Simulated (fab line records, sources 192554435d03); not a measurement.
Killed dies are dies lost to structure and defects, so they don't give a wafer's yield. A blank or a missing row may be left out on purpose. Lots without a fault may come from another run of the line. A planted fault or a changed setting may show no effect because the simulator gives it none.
Chamber matching | flow n5_finfet | N5_BEOL_M3_PRE_CLEAN_60 on cvd_co-02: 3 sister chambers
The step time 15 s. 24 wafers are shown with their chamber, then 12 later ones without.

WAFERS WITH THEIR CHAMBER
wafer  | chamber | heater_power_w (W)
L074.1 | 2       | 90
L074.2 | 0       | 88
L074.6 | 2       | 92
L076.1 | 0       | 87
L076.2 | 2       | 91
L076.4 | 2       | 94
L078.3 | 1       | 71
L078.5 | 2       | 93
L078.6 | 0       | 90
L079.2 | 0       | 85
L079.4 | 0       | 87
L079.5 | 1       | 69
L080.3 | 2       | 94
L080.5 | 2       | 93
L080.6 | 0       | 88
L081.1 | 1       | 71
L081.3 | 0       | 88
L081.5 | 0       | 86
L084.2 | 0       | 88
L084.3 | 2       | 93
L084.6 | 2       | 91
L085.1 | 0       | 88
L085.5 | 1       | 71
L085.6 | 2       | 91

SIGNATURES (means of the wafers above)
reading        | chamber 0 | chamber 1 | chamber 2 | scatter within a chamber
heater_power_w | 87.50     | 70.50     | 92.20     | 1.33
Rule: a wafer's distance from a chamber is the root of the sum, over the readings, of the square of ((its reading less the chamber's mean) divided by the reading's scatter). The wafer belongs to the nearest chamber; if the next one is less than 2 further off, it can't be placed. The scatter: the root of (the sum of the squares of (reading less its chamber's mean) over the shown wafers, divided by (wafers less chambers)).

WAFERS WITHOUT THEIR CHAMBER
wafer  | heater_power_w (W)
L086.1 | 73
L086.2 | 90
L086.3 | 95
L090.3 | 71
L090.5 | 89
L090.6 | 92
L091.2 | 92
L091.4 | 93
L091.5 | 73
L093.1 | 95
L093.3 | 70
L093.6 | 91

WHICH CHAMBER EACH WENT THROUGH
wafer  | from the rows above     | in truth
L086.1 | 1                       | 1
L086.2 | can't be placed: 2 or 0 | 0
L086.3 | 2                       | 2
L090.3 | 1                       | 1
L090.5 | can't be placed: 0 or 2 | 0
L090.6 | 2                       | 2
L091.2 | 2                       | 2
L091.4 | 2                       | 2
L091.5 | 1                       | 1
L093.1 | 2                       | 2
L093.3 | 1                       | 1
L093.6 | can't be placed: 2 or 0 | 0
Placed correctly: 9 of 12. Can't be placed from these rows: 3 (the true chamber is among the candidates in 3). Placed wrongly: 0.
